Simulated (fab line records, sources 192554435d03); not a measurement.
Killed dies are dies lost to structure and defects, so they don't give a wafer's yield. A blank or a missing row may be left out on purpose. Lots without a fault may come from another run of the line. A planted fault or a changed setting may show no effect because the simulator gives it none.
fab line records | flow n5_finfet
record lots=6 wafers=18 last_day=18
route steps=1938 shown BEOL_M8@1351
lots that met no fault: from a run of the same line without faults
start_h: hours from the record's first day to the start of the lot's first wafer shown | wait_h: hours since the lot's step before | " the same as in the row above | L1.1+2: a row that stands for several wafers | - no value, or no start given | * or withheld: withheld | < > ~ a bound
route shown NAME@n: a module of which the file shows steps, and the number in the route of the first | usual: mean/standard deviation of fault-free wafers | same: alike in all rows | chamber/n: place in a boat | sites: the reading at each site | _std_site: their standard deviation | _edge_site: outer sites' mean less inner sites' | radius_mm: how far each site lies from the wafer's centre | mask NAME#n: copy n | behind: the tool/chamber that last shaped the wafer | hold: why the lot was held/for how many hours/how that ended | device: the transistor (n, p or np) that didn't switch | end of line: the same wafers' tests at the end of the route | a step without rows: its recipe alone | killed: dies lost to structure and defects at the first sort, not the wafer's yield | map: a wafer's dies, x killed, . not, _ none there
set.NAME: the setting as run; set.NAME@STEP: as run at that earlier step | model.NAME: the simulator's own value behind a step, which no gauge read
lots at some steps of the route; a table a step, a row a wafer
services: from which hour (start_h, from the record's first day; less than 0 if before it) a tool's chamber was out of use, for how many hours, and why
## steps
# step N5_BEOL_M8_STRIP_68
# recipe chemistry=N2/H2 temp_c=40 n2_flow_sccm=200 h2_flow_sccm=200 rf_frequency_hz=6e+07
# step N5_BEOL_M8_STRIP_67
# recipe chemistry=CF4 resist=SiARC power_w=300 bias_power_w=75 pressure_mtorr=50 cf4_flow_sccm=150 rf_frequency_hz=6e+07
# usual drypump_motor_current_A=5.7/0.45 oes_product_au=0.81/0.092 rf_vpp_V=271.7/1.5 showerhead_plenum_p_Torr=1.82/0.052 throttle_valve_pct=13.46/0.17
# columns lot.wafer tool chamber start_h wait_h drypump_motor_current_A oes_product_au rf_hours_counter_h rf_vpp_V showerhead_plenum_p_Torr throttle_valve_pct
L549.1 rie_diel-02 1 204.96 0.0 6.2 0.72 223 272.7 1.83 13.57
L549.3 " 3 " " 5.6 0.72 182 270.4 1.77 13.52
L549.4 " 2 " " 5.3 0.71 237 272.3 1.83 13.94
L556.1 rie_diel-03 2 243.31 0.0 5.4 0.78 124 270.8 1.79 13.40
L556.4 " 1 " " 5.3 0.81 95 270.6 1.82 13.43
L556.5 " 3 " " 5.7 0.92 - 274.1 1.89 13.37
L568.1 rie_diel-02 1 331.53 0.0 6.2 0.92 18 272.1 1.82 13.13
L568.4 " 3 " " 5.6 0.69 236 271.1 1.75 13.64
L568.6 " 1 " " 6.2 0.92 - 273.2 1.82 13.11
L569.2 rie_diel-02 2 337.06 0.0 5.2 0.93 27 271.4 1.82 13.49
L569.5 " 3 " " 5.6 0.69 - 270.9 1.75 13.65
L569.6 " 2 " " 5.2 0.92 - 272.5 1.82 13.48
L570.2 rie_diel-03 2 346.45 0.0 5.4 0.75 155 272.4 1.78 13.47
L570.4 " 3 " " 5.7 0.85 55 275.5 1.88 13.43
L570.6 " 0 " " 5.6 0.69 - 271.0 1.77 13.64
L571.2 rie_diel-03 0 351.51 0.0 5.6 0.69 249 269.1 1.77 13.65
L571.4 " 1 " " 5.3 0.78 132 272.9 1.81 13.52
L571.6 " 2 " " 5.4 0.75 - 270.1 1.78 13.50
# step N5_BEOL_M8_HM_OPEN_17
# recipe chemistry=Cl2/BCl3 target_depth_a=200 overetch_a=60 target=TiN mask_material=SOC ion_energy_ev=150 pressure_mtorr=10 icp_w=1000 bias_w=126 Cl2_flow_sccm=53.25 bcl3_flow_sccm=21.75 Ar_flow_sccm=25
# usual drypump_motor_current_A=6.0/0.43 oes_product_au=0.68/0.11 throttle_valve_pct=22.16/0.27
# columns lot.wafer tool chamber start_h wait_h drypump_motor_current_A oes_product_au rf_hours_counter_h throttle_valve_pct
L549.1 rie_metal-02 1 205.00 0.0 6.4 0.53 111 21.95
L549.3 " 1 " " 6.4 0.53 - 21.92
L549.4 " 0 " " 6.4 0.76 - 22.21
L556.1 rie_metal-02 1 243.35 0.0 6.4 0.53 114 21.95
L556.4 " 0 " " 6.3 0.74 - 22.23
L556.5 " 1 " " 6.4 0.53 - 21.94
L568.1 rie_metal-02 0 331.57 0.0 6.3 0.71 24 22.25
L568.4 " 1 " " 6.4 0.82 - 21.70
L568.6 " 0 " " 6.3 0.71 - 22.26
L569.2 rie_metal-03 0 337.10 0.0 5.5 0.82 1 22.08
L569.5 " 1 " " 5.5 0.63 - 22.69
L569.6 " 0 " " 5.6 0.81 - 22.11
L570.2 rie_metal-02 0 346.49 0.0 6.3 0.71 25 22.26
L570.4 " 0 " " 6.3 0.71 - 22.25
L570.6 " 1 " " 6.4 0.81 - 21.70
L571.2 rie_metal-01 1 351.55 0.0 5.4 0.56 91 22.05
L571.4 " 1 " " 5.4 0.57 - 22.04
L571.6 " 1 " " 5.4 0.57 - 22.03
# step N5_BEOL_M8_STRIP_19
# recipe chemistry=O2 power_w=400 temp_c=40 pressure_mtorr=30 rf_frequency_hz=6e+07 bias_power_w=0 overash_fraction=0.2 o2_flow_sccm=225
# usual drypump_motor_current_A=5.7/0.42 oes_product_au=0.81/0.088 rf_vpp_V=3.7/0.6 showerhead_plenum_p_Torr=2.13/0.066 throttle_valve_pct=16.55/0.15
# columns lot.wafer tool chamber start_h wait_h drypump_motor_current_A oes_product_au rf_hours_counter_h rf_vpp_V showerhead_plenum_p_Torr throttle_valve_pct
L549.1 rie_diel-03 3 205.11 0.1 5.7 0.96 6 3.3 2.24 16.49
L549.3 " 2 " " 5.5 0.78 110 3.5 2.10 16.47
L549.4 " 1 " " 5.3 0.83 84 3.5 2.12 16.44
L556.1 rie_diel-03 1 243.48 0.1 5.3 0.81 95 2.7 2.12 16.47
L556.4 " 3 " " 5.7 0.92 19 4.0 2.23 16.54
L556.5 " 0 " " 5.6 0.71 - 4.8 2.06 16.55
L568.1 rie_diel-03 2 331.70 0.1 5.4 0.75 151 3.8 2.09 16.54
L568.4 " 0 " " 5.6 0.69 241 3.8 2.05 16.59
L568.6 " 0 " " 5.6 0.69 - 4.9 2.05 16.59
L569.2 rie_diel-02 2 337.26 0.1 5.2 0.93 28 3.9 2.15 16.73
L569.5 " 3 " " 5.6 0.69 - 4.0 2.07 16.77
L569.6 " 2 " " 5.2 0.92 - 2.8 2.15 16.70
L570.2 rie_diel-02 2 346.68 0.2 5.2 0.92 30 3.3 2.15 16.72
L570.4 " 1 " " 6.2 0.91 22 3.0 2.13 16.23
L570.6 " 2 " " 5.2 0.91 - 4.1 2.15 16.73
L571.2 rie_diel-02 2 351.86 0.3 5.2 0.90 33 4.2 2.15 16.73
L571.4 " 0 " " 5.3 0.94 10 3.5 2.25 16.30
L571.6 " 1 " " 6.2 0.91 - 3.4 2.13 16.22
# step N5_BEOL_M8_CD_MEAS_18
# recipe pitch_nm=80 target_cd_nm=40
# usual cd_nm=40.3/0.62
# columns lot.wafer tool chamber start_h wait_h cd_nm
L549.1 cd_sem-02 - 205.18 0.0 40.2
L549.3 " - " " 40.5
L549.4 " - " " 41.0
L556.1 cd_sem-02 - 243.56 0.1 39.0
L556.4 " - " " 39.4
L556.5 " - " " 38.8
L568.1 cd_sem-01 - 331.77 0.0 40.3
L568.4 " - " " 40.1
L568.6 " - " " 39.5
L569.2 cd_sem-02 - 337.33 0.1 40.6
L569.5 " - " " 39.0
L569.6 " - " " 41.3
L570.2 cd_sem-02 - 346.76 0.1 39.6
L570.4 " - " " 40.2
L570.6 " - " " 40.1
L571.2 cd_sem-03 - 351.93 0.1 40.1
L571.4 " - " " 40.0
L571.6 " - " " 40.5
# step N5_BEOL_M8_COAT_63
# recipe resist=SOC temp_c=250 time_s=60 spin_rpm=1500 resist_thk_nm=60
# step N5_BEOL_M8_COAT_64
# recipe resist=SiARC temp_c=220 time_s=60 spin_rpm=1500 resist_thk_nm=12
# step N5_BEOL_M8_COAT_71
# recipe resist=underlayer temp_c=205 time_s=60 spin_rpm=1500 resist_thk_nm=5
# step N5_BEOL_M8_COAT_22
# recipe resist=CAR-EUV spin_rpm=1500 resist_thk_nm=30
# step N5_BEOL_M8_EBR_24
# recipe solvent=PGMEA ebr_width_mm=1.5
# step N5_BEOL_M8_SOFTBAKE_23
# recipe temp_c=110 time_s=60 resist=CAR-EUV
# step N5_BEOL_M8_EXPOSE_25
# recipe mask_id=V7 na=0.33 source_shape=annular sigma_inner=0.4 sigma_outer=0.8 polarization=unpolarized target_cd_nm=40 dose_mj=42.5
# step N5_BEOL_M8_PEB_26
# recipe peb_temp_c=100 peb_time_s=60 resist=CAR-EUV
# usual chill_plate_temp_C=23.01/0.11 exhaust_pa=45.2/0.97 peb_time_s=60/0 resist_line_temp_C=23.00/0.12
# columns lot.wafer tool chamber start_h wait_h chill_plate_temp_C exhaust_pa peb_time_s resist_line_temp_C
L549.1 litho_track-04 0 205.42 0.1 23.08 44.2 60 23.05
L549.3 " 0 " " 22.98 45.1 60 23.18
L549.4 " 0 " " 23.02 43.5 60 23.26
L556.1 litho_track-01 0 244.47 0.1 22.99 43.5 60 23.03
L556.4 " 0 " " 23.16 46.3 60 22.82
L556.5 " 0 " " 23.01 45.4 60 22.92
L568.1 litho_track-04 - 332.38 0.1 - - - -
L568.4 " - " " - - - -
L568.6 " - " " - - - -
L569.2 litho_track-04 - 337.70 0.1 - - - -
L569.5 " - " " - - - -
L569.6 " - " " - - - -
L570.2 litho_track-04 0 348.27 0.1 23.09 44.8 60 23.24
L570.4 " 0 " " 23.13 46.0 60 23.05
L570.6 " 0 " " 23.05 44.6 60 23.18
L571.2 litho_track-03 0 353.55 0.1 23.11 46.2 60 22.98
L571.4 " 0 " " 23.04 45.9 60 22.81
L571.6 " 0 " " 23.07 46.3 60 23.02
# step N5_BEOL_M8_DEVELOP_27
# recipe develop_time_s=30 developer=TMAH resist=CAR-EUV rinse_liquid=surfactant_rinse dry=air_spin dev_temp_c=23
## services
# columns tool chamber start_h hours kind
rie_diel-03 3 189.80 9.6 repair
rie_diel-03 - 219.02 2.8 pm
rie_diel-02 2 241.92 - clean
rie_diel-02 2 241.92 - consumable_replace:focus_ring
rie_diel-02 2 241.92 31.1 scheduled_down
rie_diel-02 2 241.92 31.1 vent_cycle
rie_metal-03 - 242.81 14.6 pm
rie_metal-03 - 258.06 1.4 pm
rie_diel-03 0 259.75 6.6 repair
rie_diel-02 0 261.10 2.4 repair
rie_diel-02 1 273.09 - clean
rie_diel-02 1 273.09 - consumable_replace:focus_ring
rie_diel-02 1 273.09 16.4 scheduled_down
rie_diel-02 1 273.09 16.4 vent_cycle
rie_metal-02 1 285.18 - clean
rie_metal-02 1 285.18 24.6 scheduled_down
rie_diel-02 0 299.92 - clean
rie_diel-02 0 299.92 - consumable_replace:focus_ring
rie_diel-02 0 299.92 - consumable_replace:showerhead
rie_diel-02 0 299.92 20.6 scheduled_down
rie_diel-02 0 299.92 20.6 vent_cycle
rie_diel-03 0 310.73 1.4 repair
rie_diel-03 2 316.71 5.3 repair
rie_diel-02 - 344.12 2.0 repair
## key
first_sign step=N5_BEOL_M8_PEB_26 reading=tool_record direction=missing
effect none on later readings
met_at N5_BEOL_M8_PEB_26
struck_wafers L568.1,L568.4,L568.6,L569.2,L569.5,L569.6
later_rows_left_out L568.1,L568.4,L568.6,L569.2,L569.5,L569.6
sort_left_out L568.1,L568.4,L568.6,L569.2,L569.5,L569.6
onset_between 205.42 332.38
fault kind=skipped_step_whole tool=litho_track-04 chamber=- onset_h=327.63 steps=N5_BEOL_M8_PEB_26 scope=struck_lots_only
# sort_left_out: the simulated sort isn't trusted on such a fault, so these wafers' sort isn't shown, and their yield isn't known
# later_rows_left_out: the simulator's readings of these wafers behind a module that went badly wrong aren't trusted and aren't shown, but for the sort
